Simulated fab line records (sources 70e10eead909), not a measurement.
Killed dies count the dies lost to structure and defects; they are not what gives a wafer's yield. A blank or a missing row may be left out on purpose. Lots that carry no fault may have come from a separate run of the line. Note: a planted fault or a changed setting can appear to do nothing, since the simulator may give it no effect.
A struck lot beside a sound one ; flow nand harc ; 14 steps out of a route of 1302
Sound: wafers L373.2, L373.5, L373.6. Struck: wafer L378.1 (left out: L378.3, a lot-mate that was not struck); the cause follows at the end.
Per side, at each step with rows, come the tool, then ch with its chambers, and then its first start. Under that, the readings that differ: sound wafers ; struck wafers ; difference of the means ; sigmas: that difference in standard deviations of wafers without a fault.
alike: words and numbers the same on both sides, and readings whose means are apart by under 2 such deviations; not compared: readings that were withheld, readings missing a value for some wafer, numbers with overlapping values and no deviation given by the record, and bounds like >300 which may hide the same value.
Wherever a step has rows on one side only, a row that says differs or no value, or a row with sigmas, the two part there. Numbers that don't overlap but have no deviation are shown without sigmas and don't part them. A reading that every wafer of one side lacks parts them only if that side has two wafers or more.

first, 6 steps without rows for these wafers: NHARC_A_BLC_COAT_04 (resist thk 90 nm); NHARC_A_BLC_SOFTBAKE_05 (time 55 s); NHARC_A_BLC_EBR_06; NHARC_A_BLC_EXPOSE_07 (exposes mask A BLC, target cd 100 nm); NHARC_A_BLC_PEB_08 (peb time 65 s); NHARC_A_BLC_DEVELOP_09 (develop time 35 s).
NHARC_A_BLC_CD_MEAS_10: target cd 100 nm.
  sound on cd sem-01 ch 0, day 27 21:02; struck on cd sem-03 ch 0, day 30 03:58
  alike: cd nm
NHARC_A_BLC_OVL_MEAS_11:
  sound: overlay-01 at day 27 21:07; struck: overlay-02 at day 30 04:03
  alike: overlay x nm, overlay y nm
NHARC_A_BLC_INSPECT_12:
  sound: defect inspect-02 at day 27 21:10; struck: defect inspect-01 at day 30 04:05
  alike: raw defect count
NHARC_A_BLC_DESCUM_15: chemistry O2, time 3 s.
  sound on rie diel-08 ch 0,1, day 27 21:13; struck on rie diel-07 ch 2, day 30 04:10
  alike: drypump motor current A, oes product au, rf vpp V, showerhead plenum p Torr, throttle valve pct
  not compared: rf hours counter h
NHARC_A_BLC_ETCH_16: etches the open film in CF4, target depth 39 nm, time 65 s.
  sound on rie diel-08 ch 0,1,2, day 27 21:19; struck on rie diel-07 ch 0, day 30 04:15
  alike: drypump motor current A, oes product au, rf vpp V, showerhead plenum p Torr, throttle valve pct
  not compared: rf hours counter h
NHARC_A_BLC_ETCH_17: etches the open film in N2/H2, target depth 390 nm, time 609.38 s.
  sound on rie diel-08 ch 0,1; struck on rie diel-07 ch 2
reading;sound;struck;difference;sigmas
showerhead plenum p Torr (Torr);2.21 2.21 2.03;2.01;-0.14;-2
  alike: drypump motor current A, oes product au, rf vpp V, throttle valve pct
  not compared: rf hours counter h
NHARC_A_BLC_ETCH_18: etches the open film in C4F8/O2/Ar, target depth 910 nm.
  sound on rie diel-08 ch 1,2, day 27 21:52; struck on rie diel-07 ch 0, day 30 04:46
reading;sound;struck;difference;sigmas
oes product au (a.u.);0.978 0.960 0.974;1.192;+0.221;+12
  alike: rf vpp V
  not compared: rf hours counter h
NHARC_A_BLC_CD_MEAS_19:
  sound: cd sem-03 at day 27 22:11; struck: cd sem-03 at day 30 05:08
  alike: cd nm

WHERE THEY PART
Last at NHARC_A_BLC_ETCH_18 as far as this record goes, first at NHARC_A_BLC_ETCH_17. Later steps at which nothing parts them and some readings are alike: NHARC_A_BLC_CD_MEAS_19.

WHY: the cause the simulator had injected
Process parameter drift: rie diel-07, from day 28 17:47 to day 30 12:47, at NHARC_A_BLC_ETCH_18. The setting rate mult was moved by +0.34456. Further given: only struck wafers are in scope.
